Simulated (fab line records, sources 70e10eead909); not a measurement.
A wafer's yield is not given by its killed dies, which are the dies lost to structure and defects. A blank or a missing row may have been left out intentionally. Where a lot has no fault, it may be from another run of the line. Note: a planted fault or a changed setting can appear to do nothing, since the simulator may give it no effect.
Chamber matching / flow nand_harc / 4 sister chambers for NHARC_P_M0_STRIP_18 on rie_diel-13
The step strips in N2/H2. 18 wafers are shown with their chamber, then 9 later ones without.

== WAFERS WITH THEIR CHAMBER ==
wafer=L598.2; chamber=1; drypump_motor_current_A (A)=5.5; oes_product_au (a.u.)=0.998; throttle_valve_pct (%)=14.163
wafer=L598.3; chamber=2; drypump_motor_current_A (A)=5.7; oes_product_au (a.u.)=1.013; throttle_valve_pct (%)=14.168
wafer=L598.5; chamber=3; drypump_motor_current_A (A)=6.6; oes_product_au (a.u.)=1.013; throttle_valve_pct (%)=14.174
wafer=L600.3; chamber=3; drypump_motor_current_A (A)=6.6; oes_product_au (a.u.)=1.015; throttle_valve_pct (%)=14.190
wafer=L600.4; chamber=0; drypump_motor_current_A (A)=5.5; oes_product_au (a.u.)=1.003; throttle_valve_pct (%)=14.168
wafer=L600.5; chamber=1; drypump_motor_current_A (A)=5.6; oes_product_au (a.u.)=1.002; throttle_valve_pct (%)=14.168
wafer=L603.2; chamber=3; drypump_motor_current_A (A)=6.6; oes_product_au (a.u.)=1.020; throttle_valve_pct (%)=14.176
wafer=L603.4; chamber=0; drypump_motor_current_A (A)=5.5; oes_product_au (a.u.)=1.002; throttle_valve_pct (%)=14.174
wafer=L603.6; chamber=2; drypump_motor_current_A (A)=5.7; oes_product_au (a.u.)=1.007; throttle_valve_pct (%)=14.176
wafer=L605.1; chamber=1; drypump_motor_current_A (A)=5.6; oes_product_au (a.u.)=1.002; throttle_valve_pct (%)=14.174
wafer=L605.2; chamber=0; drypump_motor_current_A (A)=5.5; oes_product_au (a.u.)=0.996; throttle_valve_pct (%)=14.171
wafer=L605.3; chamber=2; drypump_motor_current_A (A)=5.7; oes_product_au (a.u.)=1.008; throttle_valve_pct (%)=14.190
wafer=L608.4; chamber=3; drypump_motor_current_A (A)=6.6; oes_product_au (a.u.)=1.011; throttle_valve_pct (%)=14.163
wafer=L608.5; chamber=0; drypump_motor_current_A (A)=5.5; oes_product_au (a.u.)=1.003; throttle_valve_pct (%)=14.156
wafer=L608.6; chamber=1; drypump_motor_current_A (A)=5.6; oes_product_au (a.u.)=1.002; throttle_valve_pct (%)=14.159
wafer=L610.2; chamber=1; drypump_motor_current_A (A)=5.6; oes_product_au (a.u.)=1.006; throttle_valve_pct (%)=14.167
wafer=L610.4; chamber=2; drypump_motor_current_A (A)=5.8; oes_product_au (a.u.)=1.002; throttle_valve_pct (%)=14.182
wafer=L610.6; chamber=1; drypump_motor_current_A (A)=5.6; oes_product_au (a.u.)=1.001; throttle_valve_pct (%)=14.174

SIGNATURES (means of the wafers above)
reading=drypump_motor_current_A; chamber 0=5.500; chamber 1=5.583; chamber 2=5.725; chamber 3=6.600; scatter within a chamber=0.0336
reading=oes_product_au; chamber 0=1.00100; chamber 1=1.00183; chamber 2=1.00750; chamber 3=1.01475; scatter within a chamber=0.00351
reading=throttle_valve_pct; chamber 0=14.16725; chamber 1=14.16750; chamber 2=14.17900; chamber 3=14.17575; scatter within a chamber=0.00842
Rule: distance of a wafer from a chamber = root of the sum over the readings of ((wafer's reading minus chamber's mean) / reading's scatter) squared. The wafer belongs to the nearest chamber; if the next one is less than 2 further off, it can't be placed. How the scatter is found: for the shown wafers, subtract from each reading the mean of its chamber, square and add these, divide the total by (wafers less chambers), then take the root.

== WAFERS WHOSE CHAMBER IS MISSING ==
wafer=L611.1; drypump_motor_current_A (A)=5.8; oes_product_au (a.u.)=1.013; throttle_valve_pct (%)=14.180
wafer=L611.3; drypump_motor_current_A (A)=5.6; oes_product_au (a.u.)=0.987; throttle_valve_pct (%)=14.190
wafer=L611.4; drypump_motor_current_A (A)=6.6; oes_product_au (a.u.)=1.023; throttle_valve_pct (%)=14.176
wafer=L617.3; drypump_motor_current_A (A)=5.5; oes_product_au (a.u.)=1.006; throttle_valve_pct (%)=14.174
wafer=L617.4; drypump_motor_current_A (A)=6.6; oes_product_au (a.u.)=1.020; throttle_valve_pct (%)=14.172
wafer=L617.6; drypump_motor_current_A (A)=5.5; oes_product_au (a.u.)=1.022; throttle_valve_pct (%)=14.173
wafer=L618.3; drypump_motor_current_A (A)=5.5; oes_product_au (a.u.)=0.995; throttle_valve_pct (%)=14.179
wafer=L618.5; drypump_motor_current_A (A)=5.6; oes_product_au (a.u.)=0.997; throttle_valve_pct (%)=14.179
wafer=L618.6; drypump_motor_current_A (A)=5.5; oes_product_au (a.u.)=1.011; throttle_valve_pct (%)=14.168

== WHICH CHAMBER EACH WENT THROUGH ==
wafer=L611.1; from the rows above=2; in truth=2
wafer=L611.3; from the rows above=can't be placed: 1 or 0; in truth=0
wafer=L611.4; from the rows above=3; in truth=3
wafer=L617.3; from the rows above=can't be placed: 0 or 1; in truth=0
wafer=L617.4; from the rows above=3; in truth=3
wafer=L617.6; from the rows above=can't be placed: 0 or 1 or 2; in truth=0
wafer=L618.3; from the rows above=can't be placed: 0 or 1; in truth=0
wafer=L618.5; from the rows above=can't be placed: 1 or 0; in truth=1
wafer=L618.6; from the rows above=can't be placed: 0 or 1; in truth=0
Correctly placed: 3 of 9. Unplaceable from these rows: 6, with the true chamber sitting among the candidates in 6. Placed wrongly: 0.
